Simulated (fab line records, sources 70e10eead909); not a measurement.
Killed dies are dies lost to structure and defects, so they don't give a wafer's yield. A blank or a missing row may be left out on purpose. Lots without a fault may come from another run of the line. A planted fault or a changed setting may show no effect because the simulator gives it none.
Chamber matching | flow nand_harc | NHARC_P_CONTACT_DESCUM_17 on rie_diel-02: 4 sister chambers
The step chemistry O2, time 3 s. 14 wafers are shown with their chamber, then 7 later ones without.

WAFERS WITH THEIR CHAMBER
wafer  | chamber | oes_product_au (a.u.) | throttle_valve_pct (%) | rf_vpp_V (V)
L809.1 | 0       | 0.992                 | 11.309                 | 57.5
L809.2 | 3       | 1.017                 | 11.318                 | 57.5
L809.4 | 2       | 0.998                 | 11.306                 | 56.8
L812.1 | 0       | 0.987                 | 11.301                 | 56.8
L812.4 | 2       | 0.986                 | 11.311                 | 58.3
L812.6 | 1       | 1.008                 | 11.294                 | 58.5
L815.4 | 1       | 1.009                 | 11.310                 | 58.3
L815.5 | 0       | 1.018                 | 11.314                 | 59.0
L815.6 | 3       | 1.016                 | 11.316                 | 58.3
L816.2 | 3       | 1.005                 | 11.321                 | 57.7
L816.4 | 0       | 0.998                 | 11.302                 | 57.7
L816.5 | 2       | 0.979                 | 11.305                 | 57.9
L825.2 | 0       | 1.000                 | 11.328                 | 57.1
L825.4 | 0       | 1.005                 | 11.325                 | 57.0

SIGNATURES (means of the wafers above)
reading            | chamber 0 | chamber 1 | chamber 2 | chamber 3 | scatter within a chamber
oes_product_au     | 1.00000   | 1.00850   | 0.98767   | 1.01267   | 0.00927
throttle_valve_pct | 11.31317  | 11.30200  | 11.30733  | 11.31833  | 0.00901
rf_vpp_V           | 57.517    | 58.400    | 57.667    | 57.833    | 0.69
Rule: a wafer's distance from a chamber is the root of the sum, over the readings, of the square of ((its reading less the chamber's mean) divided by the reading's scatter). The wafer belongs to the nearest chamber; if the next one is less than 2 further off, it can't be placed. The scatter: the root of (the sum of the squares of (reading less its chamber's mean) over the shown wafers, divided by (wafers less chambers)).

WAFERS WITHOUT THEIR CHAMBER
wafer  | oes_product_au (a.u.) | throttle_valve_pct (%) | rf_vpp_V (V)
L825.6 | 1.015                 | 11.302                 | 58.2
L829.3 | 1.017                 | 11.311                 | 56.5
L829.5 | 1.001                 | 11.313                 | 58.0
L829.6 | 0.990                 | 11.304                 | 58.4
L830.4 | 1.010                 | 11.323                 | 56.8
L830.5 | 0.990                 | 11.315                 | 58.3
L830.6 | 1.018                 | 11.327                 | 56.7

WHICH CHAMBER EACH WENT THROUGH
wafer  | from the rows above               | in truth
L825.6 | can't be placed: 1 or 3 or 0      | 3
L829.3 | can't be placed: 3 or 0 or 1 or 2 | 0
L829.5 | can't be placed: 0 or 3 or 1 or 2 | 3
L829.6 | can't be placed: 2 or 0 or 1 or 3 | 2
L830.4 | can't be placed: 3 or 0 or 2 or 1 | 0
L830.5 | can't be placed: 2 or 0 or 1 or 3 | 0
L830.6 | can't be placed: 3 or 0 or 1      | 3
Placed correctly: 0 of 7. Can't be placed from these rows: 7 (the true chamber is among the candidates in 7). Placed wrongly: 0.
